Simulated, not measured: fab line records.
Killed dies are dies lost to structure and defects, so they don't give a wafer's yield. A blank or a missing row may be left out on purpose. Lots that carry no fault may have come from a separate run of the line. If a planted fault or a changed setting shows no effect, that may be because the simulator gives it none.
A single fault, viewed from 2 desks || flow n5-finfet || numbers are kept per desk, each desk with only its own; the story behind them comes last

## METROLOGY DESK
What the gauges read for every lot (on any tool): the sampled wafers with a number, averaged. Marked OUT: a lot whose mean sits more than 4 standard deviations from the usual mean, which makes it out of limits; the brackets give that distance.
Columns: A = cd-nm at N5_BEOL_M5_CD_MEAS_11, usual 28.1 nm
{"lot": "L827", "first seen here": "day 10 11:29", "A": 27.9}
{"lot": "L826", "first seen here": "day 11 04:53", "A": 28.2}
{"lot": "L829", "first seen here": "day 11 07:49", "A": 28.2}
{"lot": "L830", "first seen here": "day 11 10:35", "A": 28.2}
{"lot": "L832", "first seen here": "day 12 08:34", "A": 28.3}
{"lot": "L835", "first seen here": "day 12 16:56", "A": 28.0}
{"lot": "L834", "first seen here": "day 12 17:07", "A": 28.0}
{"lot": "L838", "first seen here": "day 13 03:10", "A": 28.6}
{"lot": "L841", "first seen here": "day 14 03:55", "A": 28.4}
{"lot": "L844", "first seen here": "day 15 02:37", "A": 28.2}
{"lot": "L848", "first seen here": "day 15 16:11", "A": 27.7}
This desk's verdict: no lot among the 11 shows anything out of limits.

## AT THE TOOL OWNER'S DESK: litho-track-05
The tool's own readings at N5_BEOL_M5_COAT_60 (time 60 s, resist thk 12 nm): means of the sampled wafers that have a number, for each lot that ran on this tool. Marked OUT: a lot whose mean sits more than 4 standard deviations from the usual mean, which makes it out of limits; the brackets give that distance.
Columns: A = dispense-pressure-kPa at N5_BEOL_M5_COAT_60, usual 46.7 kPa; B = exhaust-pa at N5_BEOL_M5_COAT_60, usual 45.2 Pa; C = heater-power-total-W at N5_BEOL_M5_COAT_60, usual 427.6 W; D = run-length-s at N5_BEOL_M5_COAT_60, usual 65.89 s
{"lot": "L826", "first seen here": "day 11 04:30", "A": 44.4, "B": 43.7, "C": 427.7, "D": 65.81}
{"lot": "L832", "first seen here": "day 12 08:18", "A": 44.3, "B": 44.9, "C": 427.2, "D": 65.86}
{"lot": "L835", "first seen here": "day 12 16:34", "A": 44.4, "B": 45.6, "C": "441.1 (+6.7) OUT", "D": "62.93 (-16) OUT"}
{"lot": "L834", "first seen here": "day 12 16:40", "A": 44.3, "B": 45.7, "C": "440.4 (+6.4) OUT", "D": "62.85 (-17) OUT"}
{"lot": "L838", "first seen here": "day 13 02:47", "A": 44.3, "B": 46.4, "C": "442.7 (+7.5) OUT", "D": "62.93 (-16) OUT"}
This desk's finding: out of limits on L834, L835, L838; first on L835, day 12 16:34 (heater-power-total-W at N5_BEOL_M5_COAT_60). Within limits: L826, L832.

## ALL TOGETHER
At day 12 16:34, on L834, L835, L838, the tool owner's desk was in a position to raise an alarm.
Nothing out of limits was seen by the metrology desk.
The metrology desk has L834, L835, L838 on record, within its limits.
Of the lots named, all ran N5_BEOL_M5_COAT_60 on litho-track-05.

## WHAT THE SIMULATOR PUT IN
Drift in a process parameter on litho-track-05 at N5_BEOL_M5_COAT_60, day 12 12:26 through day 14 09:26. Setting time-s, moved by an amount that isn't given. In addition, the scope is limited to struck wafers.
Struck lots among those shown: L834, L835, L838.
Time in hours from fault onset to the first out-of-limits reading at each desk: the tool owner's desk, 4.
